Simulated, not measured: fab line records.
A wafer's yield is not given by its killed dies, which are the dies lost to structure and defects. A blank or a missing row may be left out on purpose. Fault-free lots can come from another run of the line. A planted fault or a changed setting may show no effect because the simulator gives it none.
Comparing a struck lot with a sound one || flow n5_finfet || 15 out of 1938 route steps
Sound: wafers L258.2, L258.4, L258.5. The struck wafers were L270.2, L270.4, L270.6. The cause comes at the end.
At each step with rows: each side's tool, then ch and its chambers, then its first start. Under that, the readings that differ: sound wafers || struck wafers || difference of the means || sigmas: that difference in standard deviations of wafers without a fault.
alike: words and numbers the same on both sides, and readings whose means are apart by under 2 such deviations; not compared: readings that were withheld, readings missing a value for some wafer, numbers with overlapping values and no deviation given by the record, and bounds like >300 which may hide the same value.
A row with sigmas, a row that says differs or no value, or rows on one side alone: a step with any of these is where the two part. Non-overlapping numbers with no deviation appear without sigmas and do not part them. Lack of a reading on every wafer of one side parts them only where that side has two or more wafers.

N5_SD_EPI_P_ETCH_37: etches SOC in N2/H2, overetch 108 nm, time 486 s.
  sound on rie_diel-04 ch 1,2,3, day 4 00:59; struck on rie_diel-04 ch 1,2,3, day 7 05:50
  alike: bias_w, chamber_pressure_mTorr, drypump_motor_current_A, oes_product_au, rf_vpp_V, showerhead_plenum_p_Torr, throttle_valve_pct
  not compared: rf_hours_counter_h
then, 1 step without rows for these wafers: N5_SD_EPI_P_STRIP_38 (strips in N2/H2).
N5_SD_EPI_P_ETCHBACK_46: etches SiNx in CH3F/O2, stops on SiO2, target depth 17.5 nm.
  sound on rie_diel-04 ch 1,2,3, day 4 01:18; struck on rie_diel-04 ch 1,2,3, day 7 06:10
  alike: drypump_motor_current_A, mfc_ar_sccm, oes_o_777_au, oes_product_au, rf_vpp_V, showerhead_plenum_p_Torr, throttle_valve_pct
  not compared: rf_hours_counter_h
then, 1 step without rows for these wafers: N5_SD_EPI_P_ETCH_47 (etches SiOCN in CH3F/O2, target depth 25 nm).
N5_SD_EPI_P_ETCH_16: etches SiO2 in CHF3/O2, target depth 5 nm.
  sound on rie_diel-04 ch 1,2,3, day 4 01:30; struck on rie_diel-04 ch 1,2,3, day 7 06:22
  alike: CHF3_flow_sccm, O2_flow_sccm, drypump_motor_current_A, mfc_ar_sccm, oes_o_777_au, oes_product_au, rf_vpp_V, showerhead_plenum_p_Torr, throttle_valve_pct
  not compared: rf_hours_counter_h
then, 1 step without rows for these wafers: N5_SD_EPI_P_STRIP_50 (strips in CHF3/O2).
N5_SD_EPI_P_SD_RECESS_17: chemistry HBr/Cl2/O2, target depth 39.1 nm, bt time 3 s.
  sound on rie_si-01 ch 0,2,3, day 4 01:34; struck on rie_si-06 ch 1,2,3, day 7 06:26
  alike: drypump_motor_current_A, oes_o_777_au, oes_product_au, throttle_valve_pct
  not compared: rf_hours_counter_h
then, 1 step without rows for these wafers: N5_SD_EPI_P_WET_ETCH_45 (etches SiO2 in dHF, time 10.7 s, target depth 2 nm, rinse time 30 s).
N5_SD_EPI_P_STRIP_40: strips in N2/H2.
  sound on plasma_asher-02 ch 1, day 4 01:43; struck on plasma_asher-02 ch 0,1, day 7 06:35
  alike: drypump_motor_current_A, heater_power_w, oes_product_au
  not compared: rf_hours_counter_h
then, 3 steps without rows for these wafers: N5_SD_EPI_P_PRECLEAN_52 (cleans in O3/DIW, time 60 s); N5_SD_EPI_P_SRD_20 (time 30 s); N5_SD_EPI_P_PRECLEAN_51 (cleans in NF3:NH3, afs cycles 1, time 20 s, sublimation time 60 s).
N5_SD_EPI_P_VAPOR_ETCH_44: etches SiGe30 in NF3/Ar, time 3.3 s.
  struck on epi_rpcvd-03, day 7 07:01; sound on epi_rpcvd-02 ch 0, day 4 02:05
  no value came back on the struck wafers for susceptor_temp_C (C), time_s (s); on the sound wafers susceptor_temp_C (C) reads 25.01 25.08 25.16
then, 2 steps without rows for these wafers: N5_SD_EPI_P_EPI_21 (deposits SiGe:B, time 355 s); N5_PASSIVATION_PROBE_49.

WHERE THEY PART
Only at N5_SD_EPI_P_VAPOR_ETCH_44, as far as this record shows.

WHY: whatever the simulator had introduced
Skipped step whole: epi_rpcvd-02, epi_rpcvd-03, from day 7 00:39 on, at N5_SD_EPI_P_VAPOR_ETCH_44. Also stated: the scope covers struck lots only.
